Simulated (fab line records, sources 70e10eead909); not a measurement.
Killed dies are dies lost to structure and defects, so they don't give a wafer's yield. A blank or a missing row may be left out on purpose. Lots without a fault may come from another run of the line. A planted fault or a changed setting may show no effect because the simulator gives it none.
Which tool did it? | flow nand_harc | 15 lots, 42 wafers sampled, at 5 steps of a route of 1302

WHAT THE GAUGES READ, wafer by wafer
NHARC_END_SORT_01. Usual: killed_at_array 56, standard deviation 20; killed_at_other 0.9, standard deviation 1.1; killed_at_periphery 3.7, standard deviation 3; killed_dies 61, standard deviation 21; killed_open 2.9, standard deviation 1.6; killed_short 2.6, standard deviation 1.4.
lot  | measured     | on        | killed_at_array | killed_at_other | killed_at_periphery | killed_dies | killed_open | killed_short | flag
L846 | day 28 20:52 | prober-02 | 89 77 58        | 2 2 1           | 5 2 3               | 96 81 62    | 0 1 5       | 2 1 4        |
L850 | day 29 22:22 | prober-01 | 75 59 58        | 0 1 0           | 10 8 6              | 85 68 64    | 7 2 0       | 4 3 2        |
L851 | day 31 07:13 | prober-02 | 672 40          | 0 0             | 2 2                 | 674 42      | 2 2         | 3 3          | OFF
L853 | day 31 20:28 | prober-01 | 674 123         | 0 0             | 1 4                 | 675 127     | 2 4         | 2 1          | OFF
L854 | day 31 19:40 | prober-02 | 671 22          | 1 0             | 1 6                 | 673 28      | 4 8         | 3 1          | OFF
L857 | day 33 04:52 | prober-02 | 57 54 63        | 5 4 2           | 0 4 1               | 62 62 66    | 2 2 4       | 2 3 3        |

WHICH TOOL RAN EACH LOT (tool, then ch and the chambers of the sampled wafers, then the start)
lot  | NHARC_A_BLC_PVD_32           | NHARC_THIN_TSV_DEP_47           | NHARC_THIN_TSV_DEGAS_49      | NHARC_THIN_TSV_STRIP_56
L837 | pvd_sputter-02, day 23 01:53 | pecvd-04 ch 0,2, day 24 06:48   | pvd_sputter-02, day 24 07:52 | plasma_asher-02 ch 0,1, day 24 11:55
L838 | pvd_sputter-03, day 23 08:32 | pecvd-03 ch 0,2, day 24 20:29   | pvd_sputter-02, day 24 21:25 | plasma_asher-02 ch 0,1, day 25 01:17
L839 | pvd_sputter-02, day 23 22:52 | pecvd-04 ch 0,2, day 25 05:08   | pvd_sputter-02, day 25 06:03 | plasma_asher-02 ch 0,1, day 25 09:47
L842 | pvd_sputter-01, day 24 21:03 | pecvd-03 ch 0,1, day 26 01:41   | pvd_sputter-02, day 26 02:38 | plasma_asher-01 ch 1, day 26 06:26
L841 | pvd_sputter-02, day 24 22:50 | pecvd-03 ch 1,2, day 26 02:44   | pvd_sputter-02, day 26 03:40 | plasma_asher-01 ch 0,1, day 26 07:29
L844 | pvd_sputter-02, day 25 19:47 | pecvd-03 ch 0,1, day 27 01:56   | pvd_sputter-02, day 27 02:49 | plasma_asher-01 ch 0,1, day 27 06:28
L845 | pvd_sputter-01, day 26 19:47 | pecvd-02 ch 0,1,2, day 27 23:37 | pvd_sputter-03, day 28 00:36 | plasma_asher-01 ch 0,1, day 28 04:19
L846 | pvd_sputter-02, day 27 00:22 | pecvd-03 ch 0,1, day 28 07:37   | pvd_sputter-01, day 28 08:34 | plasma_asher-01 ch 0,1, day 28 12:19
L850 | pvd_sputter-02, day 28 04:34 | pecvd-02 ch 0,1,2, day 29 09:13 | pvd_sputter-01, day 29 10:09 | plasma_asher-02 ch 0,1, day 29 13:55
L851 | pvd_sputter-01, day 29 12:14 | pecvd-03 ch 2, day 30 15:53     | pvd_sputter-01, day 30 16:44 | plasma_asher-02 ch 0, day 30 20:32
L853 | pvd_sputter-01, day 30 00:23 | pecvd-03 ch 0, day 31 04:15     | pvd_sputter-01, day 31 05:06 | plasma_asher-02 ch 0, day 31 09:01
L854 | pvd_sputter-01, day 30 01:52 | pecvd-02 ch 1, day 31 05:33     | pvd_sputter-02, day 31 06:19 | plasma_asher-01 ch 1, day 31 10:12
L856 | pvd_sputter-03, day 30 18:26 | pecvd-04 ch 0,1,2, day 32 05:46 | pvd_sputter-02, day 32 06:40 | plasma_asher-01 ch 0,1, day 32 11:20
L857 | pvd_sputter-02, day 31 04:54 | pecvd-03 ch 0,1,2, day 32 13:22 | pvd_sputter-02, day 32 14:31 | plasma_asher-01 ch 0,1, day 32 19:20
L858 | pvd_sputter-03, day 31 16:46 | pecvd-03 ch 0,1,2, day 32 22:23 | pvd_sputter-03, day 32 23:13 | plasma_asher-02 ch 0,1, day 33 03:08
- NHARC_A_BLC_PVD_32: deposits Ti, target thk 5 nm, time 17.7 s.
- NHARC_THIN_TSV_DEP_47: deposits SiO2, target thk 200 nm.
- NHARC_THIN_TSV_DEGAS_49: time 120 s.
- NHARC_THIN_TSV_STRIP_56: strips in O2.

WHAT THE TOOLS THEMSELVES READ (means of the sampled wafers that have a number; where no wafer has one, the mark that the record gives instead)
NHARC_A_BLC_PVD_32. Usual: throttle_valve_pct 30.0 %, standard deviation 1.2.
lot  | tool           | throttle_valve_pct (%) | flag
L837 | pvd_sputter-02 | 30.2                   |
L838 | pvd_sputter-03 | 29.9                   |
L839 | pvd_sputter-02 | 30.4                   |
L842 | pvd_sputter-01 | 30.8                   |
L841 | pvd_sputter-02 | 30.8                   |
L844 | pvd_sputter-02 | 31.4                   |
L845 | pvd_sputter-01 | 30.3                   |
L846 | pvd_sputter-02 | 30.8                   |
L850 | pvd_sputter-02 | 30.4                   |
L851 | pvd_sputter-01 | 29.0                   |
L853 | pvd_sputter-01 | 29.6                   |
L854 | pvd_sputter-01 | 29.4                   |
L856 | pvd_sputter-03 | 30.0                   |
L857 | pvd_sputter-02 | 30.5                   |
L858 | pvd_sputter-03 | 30.0                   |

NHARC_THIN_TSV_DEP_47. Usual: throttle_valve_pct 16.0 %, standard deviation 0.54.
lot  | tool     | throttle_valve_pct (%) | flag
L837 | pecvd-04 | 16.1                   |
L838 | pecvd-03 | 15.8                   |
L839 | pecvd-04 | 16.0                   |
L842 | pecvd-03 | 16.6                   |
L841 | pecvd-03 | 16.0                   |
L844 | pecvd-03 | 16.5                   |
L845 | pecvd-02 | 15.7                   |
L846 | pecvd-03 | 16.6                   |
L850 | pecvd-02 | 15.6                   |
L851 | pecvd-03 | 16.2                   |
L853 | pecvd-03 | 16.4                   |
L854 | pecvd-02 | 15.4                   |
L856 | pecvd-04 | 15.7                   |
L857 | pecvd-03 | 16.0                   |
L858 | pecvd-03 | 16.0                   |

NHARC_THIN_TSV_DEGAS_49. Usual: heater_power_w 446 W, standard deviation 27.
lot  | tool           | heater_power_w (W) | flag
L837 | pvd_sputter-02 | 452                |
L838 | pvd_sputter-02 | 457                |
L839 | pvd_sputter-02 | 456                |
L842 | pvd_sputter-02 | 467                |
L841 | pvd_sputter-02 | 460                |
L844 | pvd_sputter-02 | 442                |
L845 | pvd_sputter-03 | 447                |
L846 | pvd_sputter-01 | 461                |
L850 | pvd_sputter-01 | 455                |
L851 | pvd_sputter-01 | 415                |
L853 | pvd_sputter-01 | 470                |
L854 | pvd_sputter-02 | 465                |
L856 | pvd_sputter-02 | 441                |
L857 | pvd_sputter-02 | 429                |
L858 | pvd_sputter-03 | 465                |

NHARC_THIN_TSV_STRIP_56. Usual: drypump_motor_current_A 5.8 A, standard deviation 0.53; heater_power_w 343 W, standard deviation 28.
lot  | tool            | drypump_motor_current_A (A) | heater_power_w (W) | flag
L837 | plasma_asher-02 | 5.3                         | 338                |
L838 | plasma_asher-02 | 5.3                         | 341                |
L839 | plasma_asher-02 | 5.4                         | 323                |
L842 | plasma_asher-01 | 6.6                         | 368                |
L841 | plasma_asher-01 | 6.1                         | 350                |
L844 | plasma_asher-01 | 6.3                         | 358                |
L845 | plasma_asher-01 | 6.3                         | 360                |
L846 | plasma_asher-01 | 6.3                         | 364                |
L850 | plasma_asher-02 | 5.4                         | 318                |
L851 | plasma_asher-02 | 5.6                         | 303                |
L853 | plasma_asher-02 | 5.6                         | 298                |
L854 | plasma_asher-01 | 6.6                         | 370                |
L856 | plasma_asher-01 | 6.1                         | 357                |
L857 | plasma_asher-01 | 6.1                         | 359                |
L858 | plasma_asher-02 | 5.3                         | 340                |

THE ANSWER, worked out from the rows above alone
Rule: a lot is off if the mean of its wafers that have a number lies more than 3 standard deviations from the usual mean. A lot without any number at a reading at which 4 lots or more have one is off too. The other lots that the step has rows for count as sound. The gauges are gone through in route order, then the tools' own readings, and for those a lot's mean is taken as printed above. The first step at which some lot is off is used, and at that step the reading that is off furthest; a lot without a number counts as furthest.
Off: L851, L853, L854, at NHARC_END_SORT_01 (killed_at_array). Neither off nor sound, because the step has no rows for them: L837, L838, L839, L842, L841, L844, L845, L856, L858.
A tool fits if, at a process step before that reading, it ran every lot that is off, and no sound lot after the first of them. The gauges at NHARC_END_SORT_01 are tried like those tools. One fits: pvd_sputter-01 at NHARC_A_BLC_PVD_32. It ran no sound lot before its first lot that is off in this sample, so the start can't be narrowed down.
The tool's own readings at NHARC_A_BLC_PVD_32 bear it out: on the lots that are off they differ by more than 5 times the standard deviation of the sound lots' means. throttle_valve_pct reads 29.3 % there against 30.6 % on the sound lots.

WHAT THE SIMULATOR HAD PUT IN
Process parameter drift: pvd_sputter-01, from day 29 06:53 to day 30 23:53, at NHARC_A_BLC_PVD_32. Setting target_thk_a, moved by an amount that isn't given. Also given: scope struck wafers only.
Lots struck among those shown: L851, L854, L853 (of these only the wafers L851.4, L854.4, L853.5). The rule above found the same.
